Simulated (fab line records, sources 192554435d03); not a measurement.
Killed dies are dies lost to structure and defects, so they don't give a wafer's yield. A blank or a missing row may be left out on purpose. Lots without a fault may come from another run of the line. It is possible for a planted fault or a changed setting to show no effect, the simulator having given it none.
Which tool is to blame?	flow n5 finfet	24 lots with 72 wafers sampled at 3 steps, on a route of 1938 steps

WHAT THE GAUGES SHOWED, per wafer
N5_BEOL_M0_OCD_MEAS_108.
lot	measured	on	trench depth nm (nm)
L074	day 5 22:49	ocd-01	31.5 32.1 32.9
L075	day 6 02:08	ocd-01	33.0 32.9 32.8
L076	day 6 05:50	ocd-01	33.7 32.9 33.4
L077	day 6 14:50	ocd-01	32.8 32.8 32.2
L078	day 6 23:37	ocd-01	33.2 32.9 33.2
L079	day 7 03:02	ocd-01	32.5 32.8 33.1
L080	day 7 11:20	ocd-02	33.6 32.4 33.6
L081	day 7 16:31	ocd-02	33.2 33.4 33.2
L082	day 8 01:08	ocd-01	33.1 32.2 32.9
L083	day 8 02:25	ocd-02	31.5 32.9 32.1
L084	day 8 06:20	ocd-02	32.7 32.3 32.0
L085	day 8 14:10	ocd-01	32.2 32.4 32.9
L086	day 9 02:20	ocd-01	34.0 33.2 34.0
L087	day 9 02:43	ocd-02	33.2 33.7 33.6
L088	day 9 07:58	ocd-01	32.3 32.3 32.9
L089	day 9 13:55	ocd-01	34.0 33.0 34.2
L090	day 9 21:04	ocd-01	33.2 32.4 32.0
L091	day 10 01:13	ocd-01	31.6 32.1 33.4
L092	day 11 05:12	ocd-02	33.3 32.4 32.1
L094	day 11 07:15	ocd-02	33.4 34.1 33.0
L093	day 11 05:22	ocd-02	33.3 33.2 32.5
L095	day 11 09:37	ocd-01	31.8 32.7 33.0
L096	day 11 09:40	ocd-02	33.2 33.4 32.6
L097	day 11 19:58	ocd-01	32.7 33.7 32.7

WHICH TOOL RAN EACH LOT (tool, then ch and the chambers of the sampled wafers, then the start)
lot	N5_BEOL_M0_SAQP_RECESS_109	N5_BEOL_M0_STRIP_142
L074	vapor etch-01 ch 0,1, day 5 18:12	rie diel-04 ch 0,1,3, day 5 22:44
L075	vapor etch-02 ch 0,1, day 5 20:59	rie diel-05 ch 0,2, day 6 02:03
L076	vapor etch-02 ch 0,1, day 6 02:17	rie diel-05 ch 1,3, day 6 05:46
L077	vapor etch-01 ch 0, day 6 08:56	rie diel-05 ch 0,1, day 6 14:46
L078	vapor etch-02 ch 0,1, day 6 18:37	rie diel-06 ch 2,3, day 6 23:32
L079	vapor etch-01 ch 0, day 6 21:25	rie diel-05 ch 0,1,2, day 7 02:57
L080	vapor etch-02 ch 0,1, day 7 06:42	rie diel-05 ch 1,3, day 7 11:16
L081	vapor etch-01 ch 0, day 7 09:53	rie diel-06 ch 0,2,3, day 7 16:26
L082	vapor etch-02 ch 0,1, day 7 18:10	rie diel-06 ch 0,2,3, day 8 01:03
L083	vapor etch-01 ch 0, day 7 21:07	rie diel-06 ch 1,2,3, day 8 02:20
L084	vapor etch-01 ch 0, day 8 01:44	rie diel-04 ch 0,3, day 8 06:15
L085	vapor etch-02 ch 0,1, day 8 09:09	rie diel-06 ch 0,1,3, day 8 14:05
L086	vapor etch-01 ch 0, day 8 14:12	rie diel-05 ch 1,2,3, day 9 02:16
L087	vapor etch-02 ch 0,1, day 8 20:52	rie diel-05 ch 1,2,3, day 9 02:38
L088	vapor etch-01 ch 0, day 9 02:01	rie diel-04 ch 0,1,2, day 9 07:53
L089	vapor etch-02 ch 0,1, day 9 09:14	rie diel-05 ch 1,2,3, day 9 13:51
L090	vapor etch-02 ch 0,1, day 9 14:32	rie diel-06 ch 1,2,3, day 9 20:59
L091	vapor etch-02 ch 0,1, day 9 18:50	rie diel-06 ch 1,2,3, day 10 01:08
L092	vapor etch-02 ch 0,1, day 10 23:47	rie diel-06 ch 1,2,3, day 11 05:07
L094	vapor etch-01 ch 0, day 10 23:53	rie diel-05 ch 0,1, day 11 07:10
L093	vapor etch-02 ch 0,1, day 10 23:54	rie diel-04 ch 0,1,2, day 11 05:17
L095	vapor etch-02 ch 0,1, day 11 00:02	rie diel-06 ch 1,2,3, day 11 09:32
L096	vapor etch-02 ch 0,1, day 11 05:25	rie diel-05 ch 1,2, day 11 09:35
L097	vapor etch-02 ch 0,1, day 11 13:23	rie diel-06 ch 2,3, day 11 19:53
- N5_BEOL_M0_SAQP_RECESS_109: chemistry HF/NH3, target SiO2, target depth 3 nm, afs cycles 1, sublimation time 60 s.
- N5_BEOL_M0_STRIP_142: strips in N2/H2, time 10 s.

AS READ BY THE TOOLS THEMSELVES (means over the sampled wafers that have a number; for cases with no such wafer, the mark the record gives instead)
N5_BEOL_M0_SAQP_RECESS_109.
lot	tool	drypump motor current A (A)	temp c (C)
L074	vapor etch-01	6.0	30.03
L075	vapor etch-02	5.8	29.96
L076	vapor etch-02	6.1	30.13
L077	vapor etch-01	6.1	29.83
L078	vapor etch-02	6.2	29.97
L079	vapor etch-01	6.0	29.94
L080	vapor etch-02	5.8	30.00
L081	vapor etch-01	6.1	30.07
L082	vapor etch-02	6.1	29.98
L083	vapor etch-01	6.0	30.04
L084	vapor etch-01	6.0	30.03
L085	vapor etch-02	5.8	29.89
L086	vapor etch-01	6.0	29.98
L087	vapor etch-02	5.8	30.02
L088	vapor etch-01	6.1	29.93
L089	vapor etch-02	5.8	29.93
L090	vapor etch-02	5.8	30.01
L091	vapor etch-02	5.8	30.01
L092	vapor etch-02	6.2	30.01
L094	vapor etch-01	6.1	30.07
L093	vapor etch-02	5.8	30.01
L095	vapor etch-02	6.2	30.00
L096	vapor etch-02	6.2	29.92
L097	vapor etch-02	5.8	30.04

N5_BEOL_M0_STRIP_142.
lot	tool	bias power w (W)	drypump motor current A (A)	oes product au (a.u.)	rf vpp V (V)	showerhead plenum p Torr (Torr)	temp c (C)	throttle valve pct (%)
L074	rie diel-04	6.981	6.3	0.75	59.7	2.57	40.04	23.96
L075	rie diel-05	6.996	5.0	0.76	58.2	2.47	40.09	23.61
L076	rie diel-05	7.023	5.6	0.69	58.3	2.47	40.00	24.02
L077	rie diel-05	6.984	5.1	0.67	59.5	2.40	40.03	24.04
L078	rie diel-06	6.988	5.4	0.82	59.7	2.65	39.97	23.58
L079	rie diel-05	7.005	5.1	0.75	58.1	2.46	39.96	23.74
L080	rie diel-05	6.977	6.0	0.89	59.6	2.54	40.19	23.75
L081	rie diel-06	6.990	5.7	0.77	59.4	2.59	40.03	23.75
L082	rie diel-06	7.015	5.7	0.77	59.0	2.59	40.10	23.74
L083	rie diel-06	7.011	5.3	0.77	59.3	2.59	40.04	23.58
L084	rie diel-04	7.004	6.5	0.75	59.0	2.57	39.99	23.81
L085	rie diel-06	6.997	5.7	0.74	58.7	2.53	39.98	23.74
L086	rie diel-05	6.991	5.6	0.93	59.3	2.63	40.12	23.56
L087	rie diel-05	7.001	5.6	0.93	60.1	2.63	40.03	23.56
L088	rie diel-04	7.000	6.1	0.79	59.9	2.57	40.07	23.78
L089	rie diel-05	6.995	5.6	0.91	59.3	2.63	39.99	23.57
L090	rie diel-06	7.006	5.3	0.75	58.4	2.58	39.96	23.59
L091	rie diel-06	7.000	5.3	0.76	60.0	2.58	39.87	23.59
L092	rie diel-06	7.004	5.3	0.75	59.9	2.57	40.01	23.61
L094	rie diel-05	7.020	5.1	0.91	60.1	2.71	39.99	23.85
L093	rie diel-04	7.015	6.1	0.88	59.9	2.56	39.90	23.64
L095	rie diel-06	6.987	5.3	0.75	59.8	2.57	40.03	23.61
L096	rie diel-05	7.004	5.3	0.86	60.0	2.61	40.13	23.49
L097	rie diel-06	7.004	5.6	0.78	59.5	2.59	40.07	23.63

THE ANSWER, worked out from the rows above alone
Rule: what is usual is taken from the lots themselves. The widest of any qualifying gaps counts: lots, ordered by their means at a reading, are off when they make up no more than a third of the lots, leave a main group of 4 or more, and stand apart from it by 3 or more times the standard deviation of that group's means. Not used: any main group whose means are identical at the precision the tables above print for the reading. Also off: a lot with no number at a reading for which 4 or more lots have one. Any other lot the step has rows for is counted as sound. After the gauges, taken in route order, come the tools' own readings; for these a lot's mean is taken, as printed above. At the first step where some lot is off, the reading lying furthest off is the one used; lots without a number count as furthest.
No lot is off at any reading shown: from this, nothing can be told.

WHAT THE SIMULATOR PUT IN
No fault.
